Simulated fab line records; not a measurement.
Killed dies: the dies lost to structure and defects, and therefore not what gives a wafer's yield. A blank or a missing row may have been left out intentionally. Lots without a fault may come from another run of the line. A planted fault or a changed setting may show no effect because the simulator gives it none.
fab line records	flow n5Finfet
record: lots: 7	wafers: 21
route steps=1938 shown MOL_CONTACT_COAG@570 BEOL_M0_SAQP@634 BEOL_M0_CUTY@702 BEOL_M0@715 BEOL_M2@869
startH: hours from the record's opening day to when the first of the lot's shown wafers began	waitH: how many hours have passed since the lot's step before this one	" unchanged from the row above	L1.1+2: several wafers, shown together as one row	- either no value or no given start	* or withheld: withheld	< > ~ a bound
route shown NAME@n: NAME is a module with steps in the file, n the number in the route of the first one	usual: mean/standard deviation of fault-free wafers	same: alike in all rows	chamber/n: place in a boat	sites: the reading at each site	_std_site: standard deviation across them	_edge_site: the outer-site mean with the inner-site mean subtracted	radiusMm: for every site, how far away it sits from the centre of the wafer	mask NAME#n: copy n	behind: the most recent tool/chamber to have shaped the wafer	hold: reason for holding the lot/hours on hold/outcome of the hold	device: the transistor (n, p or np) that didn't switch	end of line: the route-end tests of the same wafers	a step with no rows: only its recipe	killed: the dies lost at the first sort to structure and to defects; this is not the yield of the wafer	map: dies across one wafer; x = killed, . = not, _ = none there
set.NAME: the setting that was run; set.NAME@STEP: the one run at that earlier step	model.NAME: the simulator's own value behind a step, which no gauge read
lots where settings were altered on purpose, with a table for each step and a row for each wafer
== steps ==
step: N5_MOL_CONTACT_COAG_EXPOSE_81
recipe: maskId: VG	na: 0.33	sourceShape: annular	sigmaInner: 0.3	sigmaOuter: 0.7	polarization: unpolarized	defocusNm: 0	doseMj: 59.5
lot.wafer	tool	chamber	startH	waitH	mask	set.doseMj
L075.2+3+5	euvScanner-02	0	114.30	-	VG#0	59.5
L080.1+3+5	euvScanner-02	0	138.96	-	VG#0	59.5
L084.1+5	euvScanner-02	0	164.48	-	VG#0	59.5
L084.4	"	0	"	"	VG#0	56.07
L091.1+3+5	euvScanner-01	0	199.11	-	VG#0	59.5
L095.2+3+4	euvScanner-01	0	226.96	-	VG#0	59.5
L096.1+4	euvScanner-01	0	230.10	-	VG#0	59.5
L096.5	"	0	"	"	VG#0	57.44
L097.1+2	euvScanner-01	0	239.83	-	VG#0	63.63
L097.6	"	0	"	"	VG#0	59.5
step: N5_MOL_CONTACT_COAG_PEB_82
recipe: pebTempC: 100	pebTimeS: 60	resist: CAR-EUV
step: N5_MOL_CONTACT_COAG_DEVELOP_83
recipe: developTimeS: 30	developer: TMAH	resist: CAR-EUV	rinseLiquid: surfactantRinse	dry: airSpin	devTempC: 23
step: N5_MOL_CONTACT_COAG_CD_MEAS_84
recipe: targetCdNm: 25.1	landingEnergyEv: 500	detector: seInlens	polarity: opening
usual: cdNm: 25.06/0.26
lot.wafer	tool	chamber	startH	waitH	set.doseMj@MOL_CONTACT_COAG_EXPOSE_81	cdNm
L075.2	cdSem-01	0	114.43	-	59.5	24.61
L075.3	"	0	"	"	59.5	24.81
L075.5	"	0	"	"	59.5	24.97
L080.1	cdSem-03	0	139.10	-	59.5	25.30
L080.3	"	0	"	"	59.5	25.26
L080.5	"	0	"	"	59.5	25.34
L084.1	cdSem-03	0	164.62	-	59.5	25.25
L084.4	"	0	"	"	56.07	24.13
L084.5	"	0	"	"	59.5	25.05
L091.1	cdSem-02	0	199.25	-	59.5	25.01
L091.3	"	0	"	"	59.5	25.06
L091.5	"	0	"	"	59.5	24.72
L095.2	cdSem-01	0	227.10	-	59.5	25.05
L095.3	"	0	"	"	59.5	24.98
L095.4	"	0	"	"	59.5	24.97
L096.1	cdSem-03	0	230.25	-	59.5	25.31
L096.4	"	0	"	"	59.5	25.30
L096.5	"	0	"	"	57.44	24.25
L097.1	cdSem-03	0	239.97	-	63.63	26.13
L097.2	"	0	"	"	63.63	26.46
L097.6	"	0	"	"	59.5	24.89
step: N5_MOL_CONTACT_COAG_CVD_140
recipe: material: W	targetThkA: 665	mode: selectiveFill	tempC: 300	timeS: 215
lot.wafer	tool	chamber	startH	waitH	set.targetThkA	model.W_of_MOL_CONTACT_COAG_CVD_140.thkNm
L075.2	cvdW-01	0	118.36	0.1	665	65.2
L075.3	"	1	"	"	665	65.4
L075.5	"	0	"	"	614	59
L080.1+3	cvdW-02	0	142.34	0.1	665	66
L080.5	"	1	"	"	665	64.4
L084.1	cvdW-02	0	167.42	0.1	665	67.6
L084.4	"	0	"	"	665	67.4
L084.5	"	1	"	"	729.2	72.6
L091.1	cvdW-02	0	201.57	0.1	665	65.6
L091.3	"	0	"	"	752.4	74.6
L091.5	"	0	"	"	752.4	74.2
L095.2	cvdW-01	1	231.44	0.1	665	67.4
L095.3	"	1	"	"	665	67.2
L095.4	"	0	"	"	665	66.4
L096.1	cvdW-01	1	233.37	0.1	716.8	70.6
L096.4	"	0	"	"	665	65.8
L096.5	"	0	"	"	665	66.2
L097.1	cvdW-01	0	243.05	0.1	665	66
L097.2	"	1	"	"	665	66.8
L097.6	"	0	"	"	750.5	75
step: N5_BEOL_M0_SAQP_HM_DEP_02
recipe: material: TiN	targetThkA: 120	tempC: 25	chamberPressurePa: 0.49996
lot.wafer	tool	chamber	startH	waitH	set.targetThkA	model.TiN_of_BEOL_M0_SAQP_HM_DEP_02.thkNm
L075.2+5	pvdSputter-02	-	139.03	2.5	120	12.2
L075.3	"	-	"	"	127.8	13
L080.1+5	pvdSputter-03	-	147.42	1.0	120	12
L080.3	"	-	"	"	120	12.2
L084.1	pvdSputter-01	-	173.63	2.2	120	12.4
L084.4+5	"	-	"	"	112.4	11.4
L091.1+5	pvdSputter-01	-	206.62	0.5	120	12.4
L091.3	"	-	"	"	120	12.2
L095.2+3	pvdSputter-01	-	236.54	0.7	131	13.2
L095.4	"	-	"	"	120	12.6
L096.1	pvdSputter-03	-	240.24	1.4	105.7	10.6
L096.4	"	-	"	"	105.7	10.4
L096.5	"	-	"	"	120	12.2
L097.1	pvdSputter-03	-	247.13	0.0	120	11.8
L097.2+6	"	-	"	"	115.1	11.6
step: N5_BEOL_M0_SAQP_ETCH_107
recipe: chemistry: CH3F/O2	target: SiNx	targetDepthA: 300	maskMaterial: SOC	pressureMtorr: 30	sourceW: 395	biasW: 73	Ar_flow_sccm: 150	CH3F_flow_sccm: 30	O2_flow_sccm: 20	ionEnergyEv: 120
usual: rfVppV: 297/7.9
lot.wafer	tool	chamber	startH	waitH	set.biasW	rfVppV
L075.2	rieDiel-02	2	143.46	0.0	81.89	338
L075.3	"	0	"	"	73	292
L075.5	"	2	"	"	73	307
L080.1	rieDiel-02	3	150.84	0.0	73	298
L080.3	"	1	"	"	73	291
L080.5	"	0	"	"	73	294
L084.1	rieDiel-06	2	177.18	0.0	61.38	257
L084.4	"	1	"	"	61.38	258
L084.5	"	2	"	"	73	295
L091.1	rieDiel-02	1	209.93	0.0	68.6	279
L091.3	"	2	"	"	73	309
L091.5	"	2	"	"	73	306
L095.2	rieDiel-06	1	239.78	0.0	73	294
L095.3	"	0	"	"	73	306
L095.4	"	2	"	"	73	297
L096.1	rieDiel-02	0	243.38	0.0	73	292
L096.4	"	3	"	"	73	298
L096.5	"	2	"	"	73	306
L097.1	rieDiel-06	0	250.45	0.0	62.73	272
L097.2	"	1	"	"	73	295
L097.6	"	2	"	"	62.73	263
step: N5_BEOL_M0_SAQP_SPACER2_ALD_26
recipe: material: SiO2	targetThkA: 150	tempC: 300	aldPrecursorFamily: BDEAS	aldCoReactant: O2-plasma	pulseTimeS: 1	purgeTimeS: 2	coReactantPurgeTimeS: 2	pressureTorr: 2
lot.wafer	tool	chamber	startH	waitH	set.targetThkA	model.SiO2_of_BEOL_M0_SAQP_SPACER2_ALD_26.thkNm
L075.2	aldSin-01	1	145.11	1.4	150	15.2
L075.3	"	2	"	"	141.4	14
L075.5	"	2	"	"	141.4	14.2
L080.1+3+5	aldSin-02	3,1,2	151.09	0.1	150	15
L084.1	aldSin-01	1	178.49	1.2	150	15.2
L084.4+5	"	2	"	"	150	15
L091.1	aldSin-01	1	210.58	0.1	150	15.2
L091.3+5	"	2,1	"	"	150	15
L095.2	aldSin-03	3	240.15	0.1	150	15
L095.3	"	1	"	"	130.1	13
L095.4	"	0	"	"	130.1	13.2
L096.1	aldSin-01	0	243.62	0.1	139.1	14
L096.4+5	"	1	"	"	150	15
L097.1	aldSin-02	2	250.70	0.1	142.4	14.2
L097.2	"	1	"	"	150	15
L097.6	"	0	"	"	150	15.2
step: N5_BEOL_M0_SAQP_SPACER2_ETCHBACK_27
recipe: chemistry: CHF3/O2	mode: anisotropicEtchback	target: SiO2	targetDepthA: 225	timeS: 11.25	pressureMtorr: 30	sourceW: 650	biasW: 170	Ar_flow_sccm: 200	CHF3_flow_sccm: 50	O2_flow_sccm: 5	ionEnergyEv: 200
step: N5_BEOL_M0_SAQP_MANDREL2_REMOVE_110
recipe: chemistry: HBr/Cl2/O2	btTimeS: 10	target: a-Si	stopOn: SiCN	endpoint: OES-SiCl	overEtchFrac: 1	icpW: 600	biasW: 30	HBr_flow_sccm: 150	Cl2_flow_sccm: 80	O2_flow_sccm: 5	pressureMtorr: 10
lot.wafer	tool	chamber	startH	waitH	set.targetThkA@BEOL_M0_SAQP_SPACER2_ALD_26	model.BEOL_M0_SAQP.cdNm	model.SiO2_of_BEOL_M0_SAQP_SPACER2_ALD_26.thkNm
L075.2	rieSi-04	2	145.76	0.1	150	15.2	10.8
L075.3	"	1	"	"	141.4	13.8	9.6
L075.5	"	3	"	"	141.4	14.4	9.8
L080.1	rieSi-05	0	151.84	0.1	150	15.2	10.6
L080.3+5	"	2	"	"	150	15	10.6
L084.1	rieSi-05	3	179.38	0.1	150	15.2	10.8
L084.4+5	"	2,1	"	"	150	15	10.6
L091.1	rieSi-04	2	211.21	0.1	150	15	10.8
L091.3	"	1	"	"	150	14.8	10.6
L091.5	"	1	"	"	150	15	10.6
L095.2	rieSi-04	1	240.81	0.1	150	15	10.6
L095.3	"	2	"	"	130.1	13.2	8.6
L095.4	"	0	"	"	130.1	13.4	8.8
L096.1	rieSi-06	0	244.31	0.1	139.1	13.8	9.4
L096.4	"	1	"	"	150	15.2	10.6
L096.5	"	2	"	"	150	14.8	10.6
L097.1	rieSi-04	2	251.33	0.1	142.4	14.2	9.8
L097.2	"	0	"	"	150	15	10.6
L097.6	"	1	"	"	150	15	10.8
step: N5_BEOL_M0_SAQP_CD_MEAS_29
recipe: targetCdNm: 14.4	landingEnergyEv: 1000	detector: seInlens
usual: cdNm: 15.05/0.26
lot.wafer	tool	chamber	startH	waitH	set.targetThkA@BEOL_M0_SAQP_SPACER2_ALD_26	cdNm
L075.2	cdSem-02	0	145.88	0.1	150	15.00
L075.3	"	0	"	"	141.4	13.98
L075.5	"	0	"	"	141.4	14.56
L080.1	cdSem-02	0	151.95	0.1	150	14.92
L080.3	"	0	"	"	150	15.31
L080.5	"	0	"	"	150	15.14
L084.1	cdSem-03	0	179.49	0.1	150	15.18
L084.4	"	0	"	"	150	15.07
L084.5	"	0	"	"	150	15.03
L091.1	cdSem-03	0	211.32	0.1	150	14.83
L091.3	"	0	"	"	150	14.69
L091.5	"	0	"	"	150	14.85
L095.2	cdSem-02	0	240.92	0.1	150	15.32
L095.3	"	0	"	"	130.1	13.08
L095.4	"	0	"	"	130.1	13.32
L096.1	cdSem-02	0	244.42	0.1	139.1	14.10
L096.4	"	0	"	"	150	15.20
L096.5	"	0	"	"	150	15.06
L097.1	cdSem-01	0	251.44	0.1	142.4	14.29
L097.2	"	0	"	"	150	14.99
L097.6	"	0	"	"	150	14.85
step: N5_BEOL_M0_CUTY_COAT_51
recipe: resist: CAR-ArF-block	spinRpm: 1500	resistThkNm: 150
lot.wafer	tool	chamber	startH	waitH	set.spinRpm	model.CAR-ArF-block_of_BEOL_M0_CUTY_COAT_51.thkNm
L075.2+3	lithoTrack-01	0	-	-	1559	147.4
L075.5	"	0	"	"	1500	150.2
L080.1+3	lithoTrack-05	0	-	-	1500	148.6
L080.5	"	0	"	"	1500	149.2
L084.1	lithoTrack-05	0	-	-	1500	149.2
L084.4+5	"	0	"	"	1500	149.4
L091.1	lithoTrack-02	0	-	-	1500	150.4
L091.3	"	0	"	"	1581	146.8
L091.5	"	0	"	"	1581	146.6
L095.2+4	lithoTrack-01	0	-	-	1398	155.2
L095.3	"	0	"	"	1398	155.4
L096.1	lithoTrack-01	0	-	-	1500	149
L096.4	"	0	"	"	1500	149.4
L096.5	"	0	"	"	1500	148.4
L097.1	lithoTrack-05	0	-	-	1500	149.8
L097.2	"	0	"	"	1500	150
L097.6	"	0	"	"	1554	146.8
step: N5_BEOL_M0_CUTY_EBR_52
recipe: solvent: PGMEA	ebrWidthMm: 1.5
step: N5_BEOL_M0_CUTY_SOFTBAKE_53
recipe: tempC: 110	timeS: 60	resist: CAR-ArF-block
step: N5_BEOL_M0_CUTY_EXPOSE_54
recipe: maskId: M0_ABLK	na: 1.35	sourceShape: conventional	sigmaOuter: 0.8	polarization: unpolarized	doseMj: 36
step: N5_BEOL_M0_CUTY_PEB_55
recipe: pebTempC: 110	pebTimeS: 60	resist: CAR-ArF-block
step: N5_BEOL_M0_CUTY_DEVELOP_56
recipe: developTimeS: 30	developer: TMAH	resist: CAR-ArF-block	rinseLiquid: diw	dry: airSpin	devTempC: 23
lot.wafer	tool	chamber	startH	waitH	set.spinRpm@BEOL_M0_CUTY_COAT_51	model.CAR-ArF-block_of_BEOL_M0_CUTY_COAT_51.thkNm
L075.2+3	lithoTrack-02	0	-	-	1559	145.6
L075.5	"	0	"	"	1500	148.6
L080.1	lithoTrack-01	0	-	-	1500	147
L080.3	"	0	"	"	1500	146.8
L080.5	"	0	"	"	1500	147.4
L084.1	lithoTrack-01	0	-	-	1500	147.4
L084.4+5	"	0	"	"	1500	147.6
L091.1	lithoTrack-01	0	-	-	1500	148.6
L091.3+5	"	0	"	"	1581	145
L095.2+4	lithoTrack-05	0	-	-	1398	153.4
L095.3	"	0	"	"	1398	153.8
L096.1	lithoTrack-01	0	-	-	1500	147.4
L096.4	"	0	"	"	1500	147.6
L096.5	"	0	"	"	1500	146.8
L097.1	lithoTrack-05	0	-	-	1500	148.2
L097.2	"	0	"	"	1500	148.4
L097.6	"	0	"	"	1554	145.2
step: N5_BEOL_M0_CUTY_DESCUM_61
recipe: chemistry: O2	timeS: 7.9	sourcePowerW: 50	biasPowerW: 20	pressureMtorr: 20	rfFrequencyHz: 2.712e+07	tempC: 40	resist: CAR-ArF-block	o2FlowSccm: 225
lot.wafer	tool	chamber	startH	waitH	set.timeS	set.spinRpm@BEOL_M0_CUTY_COAT_51	model.CAR-ArF-block_of_BEOL_M0_CUTY_COAT_51.thkNm
L075.2+3	rieDiel-04	0,3	148.00	0.1	7.9	1559	140.8
L075.5	"	3	"	"	7.9	1500	143.6
L080.1	rieDiel-01	3	153.96	0.0	7.9	1500	142.2
L080.3	"	1	"	"	7.9	1500	142
L080.5	"	0	"	"	7.9	1500	142.6
L084.1+4+5	rieDiel-01	1,0,3	182.03	0.4	7.9	1500	142.8
L091.1	rieDiel-01	2	213.19	0.1	9.36	1500	142.8
L091.3	"	0	"	"	7.9	1581	140.2
L091.5	"	3	"	"	9.36	1581	139.4
L095.2+3	rieDiel-04	2,0	243.15	0.4	7.9	1398	148.8
L095.4	"	3	"	"	7.9	1398	148.6
L096.1	rieDiel-04	3	247.24	0.0	7.9	1500	142.4
L096.4	"	3	"	"	7.227	1500	143.2
L096.5	"	0	"	"	7.9	1500	141.8
L097.1	rieDiel-05	1	253.15	0.0	7.413	1500	143.6
L097.2	"	2	"	"	7.9	1500	143.6
L097.6	"	1	"	"	7.413	1554	140.8
step: N5_BEOL_M0_CUTY_ETCH_62
recipe: chemistry: CF4	target: SiARC	maskMaterial: CAR-ArF-block	timeS: 58.5	ionEnergyEv: 80	pressureMtorr: 40	sourceW: 545	biasW: 36	Ar_flow_sccm: 100	cf4FlowSccm: 100	ends: cleared
lot.wafer	tool	chamber	startH	waitH	set.spinRpm@BEOL_M0_CUTY_COAT_51	model.CAR-ArF-block_of_BEOL_M0_CUTY_COAT_51.thkNm
L075.2+3	rieDiel-04	0,3	148.04	0.0	1559	115.6
L075.5	"	3	"	"	1500	118.6
L080.1	rieDiel-01	3	153.99	0.0	1500	117.2
L080.3	"	1	"	"	1500	117
L080.5	"	0	"	"	1500	117.6
L084.1	rieDiel-01	1	182.07	0.0	1500	117.6
L084.4+5	"	0,3	"	"	1500	117.8
L091.1	rieDiel-01	2	213.23	0.0	1500	117.8
L091.3	"	0	"	"	1581	115
L091.5	"	3	"	"	1581	114.2
L095.2	rieDiel-04	2	243.19	0.0	1398	123.6
L095.3	"	0	"	"	1398	123.8
L095.4	"	3	"	"	1398	123.4
L096.1	rieDiel-04	3	247.28	0.0	1500	117.4
L096.4	"	3	"	"	1500	118
L096.5	"	0	"	"	1500	116.8
L097.1	rieDiel-05	1	253.19	0.0	1500	118.6
L097.2	"	2	"	"	1500	118.4
L097.6	"	1	"	"	1554	115.6
step: N5_BEOL_M0_CUTY_ETCH_63
recipe: chemistry: N2/H2	target: SOC	targetDepthA: 827	overetchA: 165	maskMaterial: SiARC	tempC: 40	ionEnergyEv: 200	timeS: 124	pressureMtorr: 30	sourceW: 840	biasW: 150	n2FlowSccm: 200	h2FlowSccm: 200
lot.wafer	tool	chamber	startH	waitH	set.targetThkA@BEOL_M0_SAQP_SPACER2_ALD_26	model.SiO2_of_BEOL_M0_SAQP_SPACER2_ALD_26.thkNm
L075.2	rieDiel-04	0	148.08	0.0	150	7.4
L075.3+5	"	3	"	"	141.4	6
L080.1+3+5	rieDiel-01	3,1,0	154.04	0.0	150	7.2
L084.1+4+5	rieDiel-01	1,0,3	182.11	0.0	150	7.2
L091.1+3	rieDiel-01	2,0	213.28	0.0	150	7.2
L091.5	"	3	"	"	150	7.4
L095.2	rieDiel-04	2	243.23	0.0	150	7.2
L095.3	"	0	"	"	130.1	5
L095.4	"	3	"	"	130.1	5.2
L096.1	rieDiel-04	3	247.33	0.0	139.1	5.8
L096.4	"	3	"	"	150	7
L096.5	"	0	"	"	150	7.2
L097.1	rieDiel-05	1	253.23	0.0	142.4	6.2
L097.2+6	"	2,1	"	"	150	7.2
step: N5_BEOL_M0_CUTY_STRIP_64
recipe: chemistry: N2/H2	tempC: 40	n2FlowSccm: 200	h2FlowSccm: 200	rfFrequencyHz: 6e+07
step: N5_BEOL_M0_ETCH_138
recipe: chemistry: CH3F/O2	targetDepthA: 120	target: SiCN	timeS: 31.6	ionEnergyEv: 120	pressureMtorr: 30	sourceW: 395	biasW: 75	Ar_flow_sccm: 150	CH3F_flow_sccm: 30	O2_flow_sccm: 20	ends: cleared
step: N5_BEOL_M0_HM_OPEN_105
recipe: chemistry: Cl2/BCl3	targetDepthA: 120	target: TiN	ionEnergyEv: 150	pressureMtorr: 10	icpW: 1000	biasW: 126	Cl2_flow_sccm: 53.25	bcl3FlowSccm: 21.75	Ar_flow_sccm: 25
lot.wafer	tool	chamber	startH	waitH	set.targetThkA@BEOL_M0_SAQP_SPACER2_ALD_26	model.SiO2_of_BEOL_M0_SAQP_SPACER2_ALD_26.thkNm
L075.2	rieMetal-01	1	148.41	0.2	150	3
L075.3+5	"	1,0	"	"	141.4	1.8
L080.1	rieMetal-02	1	158.56	4.4	150	3
L080.3+5	"	1,0	"	"	150	2.8
L084.1	rieMetal-01	0	182.42	0.1	150	3
L084.4	"	0	"	"	150	2.8
L084.5	"	1	"	"	150	2.6
L091.1+5	rieMetal-02	1,0	222.77	9.3	150	2.8
L091.3	"	0	"	"	150	2.6
L095.2	rieMetal-01	0	244.51	1.1	150	2.6
L095.3+4	"	1,0	"	"	130.1	1.4
L096.1	rieMetal-02	1	252.06	4.6	139.1	1.8
L096.4	"	1	"	"	150	2.6
L096.5	"	1	"	"	150	2.8
L097.1	rieMetal-02	0	258.68	5.3	142.4	2
L097.2	"	1	"	"	150	2.8
L097.6	"	0	"	"	150	2.6
step: N5_BEOL_M2_COAT_76
recipe: resist: underlayer	tempC: 205	timeS: 60	spinRpm: 1500	resistThkNm: 5
lot.wafer	tool	chamber	startH	waitH	set.spinRpm
L075.2+3	lithoTrack-01	0	-	-	1589
L075.5	"	0	"	"	1500
L080.1+3+5	lithoTrack-01	0	-	-	1500
L084.1	lithoTrack-01	0	-	-	1500
L084.4+5	"	0	"	"	1386
L091.1+3+5	lithoTrack-04	0	-	-	1500
L095.2+3+4	lithoTrack-01	0	-	-	1500
L096.1+5	lithoTrack-04	0	-	-	1500
L096.4	"	0	"	"	1669
L097.1+2	lithoTrack-02	0	-	-	1608
L097.6	"	0	"	"	1500
step: N5_BEOL_M2_DESCUM_33
recipe: chemistry: O2	timeS: 7	sourcePowerW: 50	biasPowerW: 20	pressureMtorr: 20	rfFrequencyHz: 2.712e+07	tempC: 40	resist: CAR-EUV	o2FlowSccm: 225
lot.wafer	tool	chamber	startH	waitH	set.timeS	model.CAR-EUV_of_BEOL_M2_COAT_22.thkNm
L075.2	rieDiel-05	3	175.25	0.0	5.767	26.6
L075.3+5	"	2,1	"	"	7	26
L080.1+3+5	rieDiel-04	3,2,3	181.26	0.0	7	26.2
L084.1	rieDiel-01	2	209.00	1.3	7	26
L084.4+5	"	3,2	"	"	7	26.2
L091.1+3	rieDiel-01	2,0	239.18	0.0	7	26
L091.5	"	2	"	"	6.558	26.4
L095.2	rieDiel-01	2	265.90	0.1	5.452	26.8
L095.3	"	0	"	"	7	26.2
L095.4	"	1	"	"	5.452	27
L096.1+4	rieDiel-01	3,2	274.04	0.0	7	26
L096.5	"	3	"	"	6.211	26.4
L097.1	rieDiel-05	0	275.08	0.0	7.659	25.6
L097.2	"	1	"	"	7.659	25.8
L097.6	"	2	"	"	7	26
step: N5_BEOL_M2_ETCH_77
recipe: chemistry: N2/H2	target: underlayer	targetDepthA: 65	maskMaterial: CAR-EUV	timeS: 5.2	ionEnergyEv: 200	pressureMtorr: 30	sourceW: 840	biasW: 150	n2FlowSccm: 200	h2FlowSccm: 200	ends: cleared
lot.wafer	tool	chamber	startH	waitH	set.spinRpm@BEOL_M2_COAT_76	set.timeS@BEOL_M2_DESCUM_33	model.CAR-EUV_of_BEOL_M2_COAT_22.thkNm	model.etch.depthNm
L075.2	rieDiel-05	3	175.28	0.0	1589	5.767	21	4.864
L075.3	"	2	"	"	1589	7	20.4	4.854
L075.5	"	1	"	"	1500	7	20.4	4.987
L080.1	rieDiel-04	3	181.30	0.0	1500	7	20.4	4.995
L080.3	"	2	"	"	1500	7	20.6	4.993
L080.5	"	3	"	"	1500	7	20.4	4.979
L084.1	rieDiel-01	2	209.03	0.0	1500	7	20.4	4.983
L084.4	"	3	"	"	1386	7	20.2	5.201
L084.5	"	2	"	"	1386	7	20.2	5.195
L091.1	rieDiel-01	2	239.21	0.0	1500	7	20.4	5.02
L091.3	"	0	"	"	1500	7	20.4	4.999
L091.5	"	2	"	"	1500	6.558	20.6	5.016
L095.2	rieDiel-01	2	265.93	0.0	1500	5.452	21.2	5.008
L095.3	"	0	"	"	1500	7	20.4	5.013
L095.4	"	1	"	"	1500	5.452	21.2	5.004
L096.1	rieDiel-01	3	274.08	0.0	1500	7	20.4	4.961
L096.4	"	2	"	"	1669	7	20.6	4.734
L096.5	"	3	"	"	1500	6.211	20.8	4.979
L097.1	rieDiel-05	0	275.12	0.0	1608	7.659	20	4.852
L097.2	"	1	"	"	1608	7.659	20.4	4.839
L097.6	"	2	"	"	1500	7	20.4	5.012
== key ==
split: step: N5_MOL_CONTACT_COAG_EXPOSE_81	setting: doseMj	stated: 59.5	by: wafer
response: step: N5_MOL_CONTACT_COAG_CD_MEAS_84	reading: cdNm	change: +0.206	per: 1%	r: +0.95
split: step: N5_MOL_CONTACT_COAG_CVD_140	setting: targetThkA	stated: 665	by: wafer
response: step: N5_MOL_CONTACT_COAG_CVD_140	reading: model.W_of_MOL_CONTACT_COAG_CVD_140.thkNm	change: +0.653	per: 1%	r: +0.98
split: step: N5_BEOL_M0_SAQP_HM_DEP_02	setting: targetThkA	stated: 120	by: wafer
response: step: N5_BEOL_M0_SAQP_HM_DEP_02	reading: model.TiN_of_BEOL_M0_SAQP_HM_DEP_02.thkNm	change: +0.117	per: 1%	r: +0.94
split: step: N5_BEOL_M0_SAQP_ETCH_107	setting: biasW	stated: 73	by: wafer
response: step: N5_BEOL_M0_SAQP_ETCH_107	reading: rfVppV	change: +2.54	per: 1%	r: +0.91
split: step: N5_BEOL_M0_SAQP_SPACER2_ALD_26	setting: targetThkA	stated: 150	by: wafer
response: step: N5_BEOL_M0_SAQP_SPACER2_ALD_26	reading: model.SiO2_of_BEOL_M0_SAQP_SPACER2_ALD_26.thkNm	change: +0.151	per: 1%	r: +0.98
response: step: N5_BEOL_M0_SAQP_MANDREL2_REMOVE_110	reading: model.BEOL_M0_SAQP.cdNm	change: +0.145	per: 1%	r: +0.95
response: step: N5_BEOL_M0_SAQP_MANDREL2_REMOVE_110	reading: model.SiO2_of_BEOL_M0_SAQP_SPACER2_ALD_26.thkNm	change: +0.156	per: 1%	r: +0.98
response: step: N5_BEOL_M0_SAQP_CD_MEAS_29	reading: cdNm	change: +0.15	per: 1%	r: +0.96
response: step: N5_BEOL_M0_CUTY_ETCH_63	reading: model.SiO2_of_BEOL_M0_SAQP_SPACER2_ALD_26.thkNm	change: +0.175	per: 1%	r: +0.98
response: step: N5_BEOL_M0_HM_OPEN_105	reading: model.SiO2_of_BEOL_M0_SAQP_SPACER2_ALD_26.thkNm	change: +0.114	per: 1%	r: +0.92
split: step: N5_BEOL_M0_CUTY_COAT_51	setting: spinRpm	stated: 1500	by: wafer
response: step: N5_BEOL_M0_CUTY_COAT_51	reading: model.CAR-ArF-block_of_BEOL_M0_CUTY_COAT_51.thkNm	change: -0.732	per: 1%	r: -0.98
response: step: N5_BEOL_M0_CUTY_DEVELOP_56	reading: model.CAR-ArF-block_of_BEOL_M0_CUTY_COAT_51.thkNm	change: -0.736	per: 1%	r: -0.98
response: step: N5_BEOL_M0_CUTY_DESCUM_61	reading: model.CAR-ArF-block_of_BEOL_M0_CUTY_COAT_51.thkNm	change: -0.648	per: 1%	r: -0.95
response: step: N5_BEOL_M0_CUTY_ETCH_62	reading: model.CAR-ArF-block_of_BEOL_M0_CUTY_COAT_51.thkNm	change: -0.686	per: 1%	r: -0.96
split: step: N5_BEOL_M0_CUTY_DESCUM_61	setting: timeS	stated: 7.9	by: wafer
response none clear
split: step: N5_BEOL_M2_COAT_76	setting: spinRpm	stated: 1500	by: wafer
response: step: N5_BEOL_M2_ETCH_77	reading: model.etch.depthNm	change: -0.023	per: 1%	r: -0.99
split: step: N5_BEOL_M2_DESCUM_33	setting: timeS	stated: 7	by: wafer
response: step: N5_BEOL_M2_DESCUM_33	reading: model.CAR-EUV_of_BEOL_M2_COAT_22.thkNm	change: -0.034	per: 1%	r: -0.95
response: step: N5_BEOL_M2_ETCH_77	reading: model.CAR-EUV_of_BEOL_M2_COAT_22.thkNm	change: -0.033	per: 1%	r: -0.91
